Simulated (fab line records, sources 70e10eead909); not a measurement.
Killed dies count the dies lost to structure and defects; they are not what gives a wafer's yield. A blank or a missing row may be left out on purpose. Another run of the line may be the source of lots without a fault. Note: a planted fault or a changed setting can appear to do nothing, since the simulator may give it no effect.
Chamber matching | flow nand_harc | NHARC_A_WL_FILL_STRIP_29 on rie_diel-10: 4 sister chambers
The step strips in O2, time 20 s. 16 wafers are shown with their chamber, then 8 later ones without.

## WAFERS, EACH WITH ITS CHAMBER
wafer  | chamber | showerhead_plenum_p_Torr (Torr) | drypump_motor_current_A (A) | oes_product_au (a.u.)
L074.1 | 3       | 3.40                            | 5.5                         | 1.013
L074.2 | 2       | 3.48                            | 5.3                         | 1.016
L074.6 | 0       | 3.47                            | 5.5                         | 1.009
L078.1 | 3       | 3.40                            | 5.5                         | 1.022
L078.2 | 0       | 3.47                            | 5.5                         | 1.020
L078.5 | 2       | 3.48                            | 5.3                         | 1.000
L085.1 | 0       | 3.47                            | 5.5                         | 1.001
L085.5 | 2       | 3.47                            | 5.4                         | 0.998
L085.6 | 3       | 3.40                            | 5.5                         | 1.006
L087.1 | 2       | 3.47                            | 5.3                         | 1.004
L087.3 | 0       | 3.47                            | 5.5                         | 1.011
L087.5 | 1       | 3.71                            | 5.2                         | 1.020
L089.4 | 1       | 3.71                            | 5.1                         | 1.017
L089.5 | 0       | 3.47                            | 5.5                         | 1.006
L089.6 | 3       | 3.40                            | 5.5                         | 1.003
L091.1 | 3       | 3.40                            | 5.5                         | 1.015

SIGNATURES (means of the wafers above)
reading                  | chamber 0 | chamber 1 | chamber 2 | chamber 3 | scatter within a chamber
showerhead_plenum_p_Torr | 3.4700    | 3.7100    | 3.4750    | 3.4000    | 0.00289
drypump_motor_current_A  | 5.500     | 5.150     | 5.325     | 5.500     | 0.0323
oes_product_au           | 1.00940   | 1.01850   | 1.00450   | 1.01180   | 0.00721
Rule: for each reading, subtract the chamber's mean from the wafer's reading, divide by that reading's scatter and square the result; add these up over the readings and take the root, which gives the wafer's distance from the chamber. The wafer belongs to the nearest chamber; if the next one is less than 2 further off, it can't be placed. The scatter: take each reading less its chamber's mean, square it, sum over the shown wafers, divide by the number of wafers less the number of chambers, and take the root.

## WAFERS WITH NO CHAMBER GIVEN
wafer  | showerhead_plenum_p_Torr (Torr) | drypump_motor_current_A (A) | oes_product_au (a.u.)
L091.3 | 3.71                            | 5.1                         | 1.014
L091.6 | 3.47                            | 5.5                         | 1.004
L093.1 | 3.71                            | 5.2                         | 1.011
L093.2 | 3.40                            | 5.5                         | 1.006
L093.3 | 3.47                            | 5.5                         | 0.999
L095.3 | 3.47                            | 5.3                         | 0.991
L095.5 | 3.47                            | 5.3                         | 0.990
L095.6 | 3.40                            | 5.5                         | 1.001

## CHAMBER TAKEN BY EACH
wafer  | from the rows above | in truth
L091.3 | 1                   | 1
L091.6 | 0                   | 0
L093.1 | 1                   | 1
L093.2 | 3                   | 3
L093.3 | 0                   | 0
L095.3 | 2                   | 2
L095.5 | 2                   | 2
L095.6 | 3                   | 3
Correct placement for 8 of the 8. Left unplaced by these rows: 0. Wrongly placed: 0.
